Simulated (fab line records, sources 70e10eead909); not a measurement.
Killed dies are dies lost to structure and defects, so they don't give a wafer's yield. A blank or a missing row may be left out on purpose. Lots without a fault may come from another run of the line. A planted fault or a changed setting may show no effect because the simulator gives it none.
A struck lot beside a sound one | flow nand_harc | 13 steps out of a route of 1302
Sound: wafers L557.4, L557.5, L557.6. Struck: wafers L564.1, L564.3. (L564.4 of the same lot was not struck and is left out.) The cause comes at the end.
At each step with rows: each side's tool, then ch and its chambers, then its first start. Under that, the readings that differ: sound wafers | struck wafers | difference of the means | sigmas: that difference in standard deviations of wafers without a fault.
alike: readings whose means differ by less than 2 such deviations, and words and numbers that are the same on both sides. not compared: withheld readings, readings that some wafer has no value for, bounds like >300 that may hide the same value, and numbers for which the record gives no deviation and whose values overlap.
The two part at a step that has a row with sigmas, a row that says differs or no value, or rows on one side only. Numbers that don't overlap but have no deviation are shown without sigmas and don't part them. A reading that every wafer of one side lacks parts them only if that side has two wafers or more.

first, 4 steps without rows for these wafers: NHARC_A_STAIRCASE_PEB_07 (peb time 130 s); NHARC_A_STAIRCASE_DEVELOP_08 (time 140 s); NHARC_A_STAIRCASE_HARDBAKE_10 (time 140 s); NHARC_A_STAIRCASE_DESCUM_11 (chemistry O2, time 3 s).
NHARC_A_STAIRCASE_TRIM_12: chemistry O2, time 211.2 s.
  sound on rie_diel-13 ch 0,1,3, day 19 15:26; struck on rie_diel-05 ch 0,1, day 23 01:05
  reading                | sound | struck | difference                   | sigmas
  rf_hours_counter_h (h) | - - - | 30 36  | no value on the sound wafers |
  alike: drypump_motor_current_A, oes_product_au, rf_vpp_V, showerhead_plenum_p_Torr, throttle_valve_pct
NHARC_A_STAIRCASE_ETCH_13: etches the open film in C4F8/O2, target depth 100 nm, time 40.5 s.
  sound on rie_diel-13 ch 0,1,3; struck on rie_diel-05 ch 0,2
  reading                | sound | struck | difference                   | sigmas
  rf_hours_counter_h (h) | - - - | 37 30  | no value on the sound wafers |
  alike: oes_product_au, rf_vpp_V, run_length_s
then, 1 step without rows for these wafers: NHARC_A_STAIRCASE_TRIM_14 (chemistry O2, time 211.2 s).
NHARC_A_STAIRCASE_ETCH_15: etches the open film in C4F8/O2, target depth 100 nm, time 40.5 s.
  sound on rie_diel-13 ch 0,1,3; struck on rie_diel-05 ch 0,1
  reading                | sound | struck | difference                   | sigmas
  rf_hours_counter_h (h) | - - - | 36 31  | no value on the sound wafers |
  alike: oes_product_au, rf_vpp_V, run_length_s
NHARC_A_STAIRCASE_TRIM_16: chemistry O2, time 211.2 s.
  sound on rie_diel-13 ch 0,1,3; struck on rie_diel-05 ch 2,3
  reading                | sound | struck | difference                   | sigmas
  rf_hours_counter_h (h) | - - - | 29 37  | no value on the sound wafers |
  alike: drypump_motor_current_A, oes_product_au, rf_vpp_V, showerhead_plenum_p_Torr, throttle_valve_pct
NHARC_A_STAIRCASE_ETCH_17: etches the open film in C4F8/O2, target depth 100 nm, time 40.5 s.
  sound on rie_diel-13 ch 0,1,3; struck on rie_diel-05 ch 0,1
  reading                | sound             | struck      | difference                   | sigmas
  oes_product_au (a.u.)  | 0.922 0.920 0.922 | 0.963 0.945 | +0.033                       | +3
  rf_hours_counter_h (h) | - - -             | 36 34       | no value on the sound wafers |
  alike: rf_vpp_V, run_length_s
then, 1 step without rows for these wafers: NHARC_A_STAIRCASE_TRIM_18 (chemistry O2, time 211.2 s).
NHARC_A_STAIRCASE_ETCH_19: etches the open film in C4F8/O2, target depth 100 nm, time 40.5 s.
  sound on rie_diel-13 ch 0,1,3, day 19 17:31; struck on rie_diel-05 ch 0,1, day 23 05:50
  reading                | sound             | struck      | difference                   | sigmas
  oes_product_au (a.u.)  | 0.913 0.923 0.931 | 0.953 0.950 | +0.029                       | +2
  rf_hours_counter_h (h) | - - -             | 35 37       | no value on the sound wafers |
  run_length_s (s)       | 62.3 61.9 61.4    | 74.3 74.0   | +12.3                        | +29
  alike: rf_vpp_V
-- the record jumps here: 10 days lie between the struck wafers' starts before and after (it left off in module A_STAIRCASE and takes up again in module END, whose first step shown is number 1302 of the route) --
NHARC_END_SORT_01:
  the record has rows for the struck wafers here (prober-02 ch 0, day 32 22:36) and none for the sound ones

WHERE THEY PART
First at NHARC_A_STAIRCASE_TRIM_12; last, within this record, at NHARC_END_SORT_01.

WHY: what the simulator had put in
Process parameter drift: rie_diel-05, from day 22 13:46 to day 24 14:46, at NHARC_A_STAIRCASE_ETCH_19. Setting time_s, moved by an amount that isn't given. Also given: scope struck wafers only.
